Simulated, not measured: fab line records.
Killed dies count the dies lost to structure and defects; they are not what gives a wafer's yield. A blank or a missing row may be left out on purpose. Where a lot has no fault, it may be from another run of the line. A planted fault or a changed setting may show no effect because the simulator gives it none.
Split-lot study || flow n5Finfet || 21 wafers read from 7 lots, route of 1938 steps

THE SPLIT
At N5_BEOL_M0_SAQP_COAT_08 (resist thk 90 nm), the setting spinRpm was moved away from the recipe's 1500 rpm on 6 of the 21 wafers read, by -9.1% to -4.7%. This setting was run at the recipe's value on the other wafers.

No step appears in the file between the split and the reading.

THE READING
CAR-ArF_of_BEOL_M0_SAQP_COAT_08.thkNm (the simulator's own value, which no gauge read), in nm, at N5_BEOL_M0_SAQP_DEVELOP_13 (develop time 30 s). The file gives no usual value for it. Average 88.4 nm, standard deviation 0.2 nm, over the 15 wafers here run with the recipe.

{"wafer": "L074.1", "tool, chamber at the split": "lithoTrack-05, 0", "spinRpm as run, rpm": 1500, "against the recipe": "recipe", "CAR-ArF_of_BEOL_M0_SAQP_COAT_08.thkNm, nm": 88.2, "against lot-mates on the recipe": "-"}
{"wafer": "L074.2", "tool, chamber at the split": "lithoTrack-05, 0", "spinRpm as run, rpm": 1500, "against the recipe": "recipe", "CAR-ArF_of_BEOL_M0_SAQP_COAT_08.thkNm, nm": 88.4, "against lot-mates on the recipe": "-"}
{"wafer": "L074.6", "tool, chamber at the split": "lithoTrack-05, 0", "spinRpm as run, rpm": 1500, "against the recipe": "recipe", "CAR-ArF_of_BEOL_M0_SAQP_COAT_08.thkNm, nm": 88.6, "against lot-mates on the recipe": "-"}
{"wafer": "L076.1", "tool, chamber at the split": "lithoTrack-04, 0", "spinRpm as run, rpm": 1364, "against the recipe": "-9.1%", "CAR-ArF_of_BEOL_M0_SAQP_COAT_08.thkNm, nm": 93, "against lot-mates on the recipe": "+4.4"}
{"wafer": "L076.3", "tool, chamber at the split": "lithoTrack-04, 0", "spinRpm as run, rpm": 1500, "against the recipe": "recipe", "CAR-ArF_of_BEOL_M0_SAQP_COAT_08.thkNm, nm": 88.6, "against lot-mates on the recipe": "-"}
{"wafer": "L076.6", "tool, chamber at the split": "lithoTrack-04, 0", "spinRpm as run, rpm": 1364, "against the recipe": "-9.1%", "CAR-ArF_of_BEOL_M0_SAQP_COAT_08.thkNm, nm": 92.8, "against lot-mates on the recipe": "+4.2"}
{"wafer": "L079.2", "tool, chamber at the split": "lithoTrack-05, 0", "spinRpm as run, rpm": 1500, "against the recipe": "recipe", "CAR-ArF_of_BEOL_M0_SAQP_COAT_08.thkNm, nm": 88.6, "against lot-mates on the recipe": "-"}
{"wafer": "L079.4", "tool, chamber at the split": "lithoTrack-05, 0", "spinRpm as run, rpm": 1429, "against the recipe": "-4.7%", "CAR-ArF_of_BEOL_M0_SAQP_COAT_08.thkNm, nm": 90.6, "against lot-mates on the recipe": "+2.0"}
{"wafer": "L079.6", "tool, chamber at the split": "lithoTrack-05, 0", "spinRpm as run, rpm": 1429, "against the recipe": "-4.7%", "CAR-ArF_of_BEOL_M0_SAQP_COAT_08.thkNm, nm": 90.8, "against lot-mates on the recipe": "+2.2"}
{"wafer": "L081.3", "tool, chamber at the split": "lithoTrack-04, 0", "spinRpm as run, rpm": 1500, "against the recipe": "recipe", "CAR-ArF_of_BEOL_M0_SAQP_COAT_08.thkNm, nm": 88.2, "against lot-mates on the recipe": "-"}
{"wafer": "L081.4", "tool, chamber at the split": "lithoTrack-04, 0", "spinRpm as run, rpm": 1500, "against the recipe": "recipe", "CAR-ArF_of_BEOL_M0_SAQP_COAT_08.thkNm, nm": 88.4, "against lot-mates on the recipe": "-"}
{"wafer": "L081.6", "tool, chamber at the split": "lithoTrack-04, 0", "spinRpm as run, rpm": 1500, "against the recipe": "recipe", "CAR-ArF_of_BEOL_M0_SAQP_COAT_08.thkNm, nm": 88, "against lot-mates on the recipe": "-"}
{"wafer": "L095.1", "tool, chamber at the split": "lithoTrack-01, 0", "spinRpm as run, rpm": 1500, "against the recipe": "recipe", "CAR-ArF_of_BEOL_M0_SAQP_COAT_08.thkNm, nm": 88.4, "against lot-mates on the recipe": "-"}
{"wafer": "L095.4", "tool, chamber at the split": "lithoTrack-01, 0", "spinRpm as run, rpm": 1500, "against the recipe": "recipe", "CAR-ArF_of_BEOL_M0_SAQP_COAT_08.thkNm, nm": 88.4, "against lot-mates on the recipe": "-"}
{"wafer": "L095.5", "tool, chamber at the split": "lithoTrack-01, 0", "spinRpm as run, rpm": 1500, "against the recipe": "recipe", "CAR-ArF_of_BEOL_M0_SAQP_COAT_08.thkNm, nm": 88, "against lot-mates on the recipe": "-"}
{"wafer": "L094.1", "tool, chamber at the split": "lithoTrack-04, 0", "spinRpm as run, rpm": 1500, "against the recipe": "recipe", "CAR-ArF_of_BEOL_M0_SAQP_COAT_08.thkNm, nm": 88.6, "against lot-mates on the recipe": "-"}
{"wafer": "L094.3", "tool, chamber at the split": "lithoTrack-04, 0", "spinRpm as run, rpm": 1500, "against the recipe": "recipe", "CAR-ArF_of_BEOL_M0_SAQP_COAT_08.thkNm, nm": 88.6, "against lot-mates on the recipe": "-"}
{"wafer": "L094.6", "tool, chamber at the split": "lithoTrack-04, 0", "spinRpm as run, rpm": 1500, "against the recipe": "recipe", "CAR-ArF_of_BEOL_M0_SAQP_COAT_08.thkNm, nm": 88.4, "against lot-mates on the recipe": "-"}
{"wafer": "L097.1", "tool, chamber at the split": "lithoTrack-05, 0", "spinRpm as run, rpm": 1417, "against the recipe": "-5.5%", "CAR-ArF_of_BEOL_M0_SAQP_COAT_08.thkNm, nm": 91, "against lot-mates on the recipe": "+2.6"}
{"wafer": "L097.2", "tool, chamber at the split": "lithoTrack-05, 0", "spinRpm as run, rpm": 1417, "against the recipe": "-5.5%", "CAR-ArF_of_BEOL_M0_SAQP_COAT_08.thkNm, nm": 91, "against lot-mates on the recipe": "+2.6"}
{"wafer": "L097.5", "tool, chamber at the split": "lithoTrack-05, 0", "spinRpm as run, rpm": 1500, "against the recipe": "recipe", "CAR-ArF_of_BEOL_M0_SAQP_COAT_08.thkNm, nm": 88.4, "against lot-mates on the recipe": "-"}

FIT RESULTS
A straight line over all 21 wafers: CAR-ArF_of_BEOL_M0_SAQP_COAT_08.thkNm changes by -0.491 nm for each +1% of spinRpm; r = -0.99; the points scatter about the line by 0.19 nm.
The same after taking each lot's own level away (the mean of its wafers on the recipe; 21 wafers): -0.469 nm for each +1%; r = -1.00; scatter 0.14 nm.
Per that fit: largest spinRpm move, reading shift of 4.3 nm.
The lots' own levels span 88.20 to 88.60 nm, that is 2.0 times the standard deviation above.
Consequently the slope shifts little with the lot-to-lot level, the two slopes agreeing.
Check: with one of the wafers moved furthest among these (-9.1%) left out of the fit, the line predicts +4.18 nm for it against its lot-mates. Against them it came out at +4.4 nm.

FURTHER SPLITS ON THESE WAFERS
Other splits were also applied to these wafers ahead of the reading. Each is held against what the fit with the lots' levels taken away leaves over:
{"other split on the same wafers": "N5_ILD0_CMP_12 downForcePsi", "wafers away from the commonest value": 5, "r with CAR-ArF_of_BEOL_M0_SAQP_COAT_08.thkNm (lot level and that fit taken away)": -0.38}
{"other split on the same wafers": "N5_SDB_COAT_05 spinRpm", "wafers away from the commonest value": 6, "r with CAR-ArF_of_BEOL_M0_SAQP_COAT_08.thkNm (lot level and that fit taken away)": "+0.08"}
{"other split on the same wafers": "N5_HKMG_FIN_COAT_06 spinRpm", "wafers away from the commonest value": 5, "r with CAR-ArF_of_BEOL_M0_SAQP_COAT_08.thkNm (lot level and that fit taken away)": "+0.05"}
{"other split on the same wafers": "N5_HKMG_FIN_DEVELOP_11 developTimeS", "wafers away from the commonest value": 6, "r with CAR-ArF_of_BEOL_M0_SAQP_COAT_08.thkNm (lot level and that fit taken away)": "+0.24"}
{"other split on the same wafers": "N5_MOL_CONTACT_COAG_VIA_ETCH_117 biasW", "wafers away from the commonest value": 12, "r with CAR-ArF_of_BEOL_M0_SAQP_COAT_08.thkNm (lot level and that fit taken away)": -0.09}

THE WHOLE CHAIN: every reading that the file lists as answering this split, in the file's order
{"step": "N5_BEOL_M0_SAQP_COAT_08", "what it does": "resist thk 90 nm", "reading": "CAR-ArF_of_BEOL_M0_SAQP_COAT_08.thkNm (the simulator's own value, which no gauge read)", "change (the file's fit)": "-0.461 nm for each +1% of the setting", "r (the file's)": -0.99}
{"step": "N5_BEOL_M0_SAQP_DEVELOP_13", "what it does": "develop time 30 s", "reading": "CAR-ArF_of_BEOL_M0_SAQP_COAT_08.thkNm (the simulator's own value, which no gauge read)", "change (the file's fit)": "-0.468 nm for each +1% of the setting", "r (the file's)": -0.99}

FILE'S OWN FIT
CAR-ArF_of_BEOL_M0_SAQP_COAT_08.thkNm changes by -0.468 nm for each +1% of spinRpm, r = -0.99.
